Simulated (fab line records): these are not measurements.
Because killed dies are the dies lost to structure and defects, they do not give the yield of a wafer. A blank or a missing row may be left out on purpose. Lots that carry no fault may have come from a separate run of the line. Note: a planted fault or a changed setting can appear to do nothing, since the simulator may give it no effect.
Chamber matching | flow n5_finfet | N5_MOL_CONTACT_COAG_ETCH_59 on rie_diel-02: 4 sister chambers
The step etches underlayer in N2/H2, target depth 13 nm, time 10.4 s. 14 wafers are shown with their chamber, then 7 later ones without.

WAFERS, EACH WITH ITS CHAMBER
wafer  | chamber | drypump_motor_current_A (A) | showerhead_plenum_p_Torr (Torr) | etch_rf_on_time_s (s)
L074.2 | 0       | 6.5                         | 2.60                            | 10.94
L074.4 | 3       | 5.2                         | 2.60                            | 10.49
L074.5 | 0       | 6.5                         | 2.60                            | 11.07
L077.2 | 0       | 6.5                         | 2.60                            | 10.82
L077.3 | 1       | 6.2                         | 2.72                            | 10.76
L077.6 | 2       | 5.7                         | 2.62                            | 10.44
L082.1 | 0       | 6.5                         | 2.60                            | 10.83
L082.5 | 0       | 6.5                         | 2.60                            | 10.79
L082.6 | 2       | 5.7                         | 2.61                            | 10.47
L083.1 | 1       | 6.1                         | 2.71                            | 10.94
L083.3 | 1       | 6.2                         | 2.71                            | 10.79
L083.4 | 2       | 5.7                         | 2.61                            | 10.52
L086.2 | 3       | 5.2                         | 2.59                            | 9.98
L086.3 | 0       | 6.5                         | 2.59                            | 10.76

SIGNATURES (means of the wafers above)
reading                  | chamber 0 | chamber 1 | chamber 2 | chamber 3 | scatter within a chamber
drypump_motor_current_A  | 6.500     | 6.167     | 5.700     | 5.200     | 0.0258
showerhead_plenum_p_Torr | 2.5983    | 2.7133    | 2.6133    | 2.5950    | 0.00516
etch_rf_on_time_s        | 10.8683   | 10.8300   | 10.4767   | 10.2350   | 0.148
Rule: distance of a wafer from a chamber = root of the sum over the readings of ((wafer's reading minus chamber's mean) / reading's scatter) squared. If the next closest chamber is less than 2 further off than the closest, the wafer can't be placed; otherwise it belongs to the closest. The scatter: the root of (the sum of the squares of (reading less its chamber's mean) over the shown wafers, divided by (wafers less chambers)).

WAFERS WITH NO CHAMBER GIVEN
wafer  | drypump_motor_current_A (A) | showerhead_plenum_p_Torr (Torr) | etch_rf_on_time_s (s)
L086.4 | 6.2                         | 2.71                            | 10.73
L091.2 | 5.2                         | 2.59                            | 10.10
L091.4 | 6.2                         | 2.70                            | 11.10
L091.5 | 6.2                         | 2.70                            | 10.93
L096.1 | 6.2                         | 2.70                            | 10.88
L096.2 | 5.7                         | 2.60                            | 10.00
L096.6 | 6.2                         | 2.70                            | 10.79

WHICH CHAMBER EACH ONE RAN IN
wafer  | from the rows above | in truth
L086.4 | 1                   | 1
L091.2 | 3                   | 3
L091.4 | 1                   | 1
L091.5 | 1                   | 1
L096.1 | 1                   | 1
L096.2 | 2                   | 2
L096.6 | 1                   | 1
7 of 7 placed correctly. Left unplaced by these rows: 0. Wrongly placed: 0.
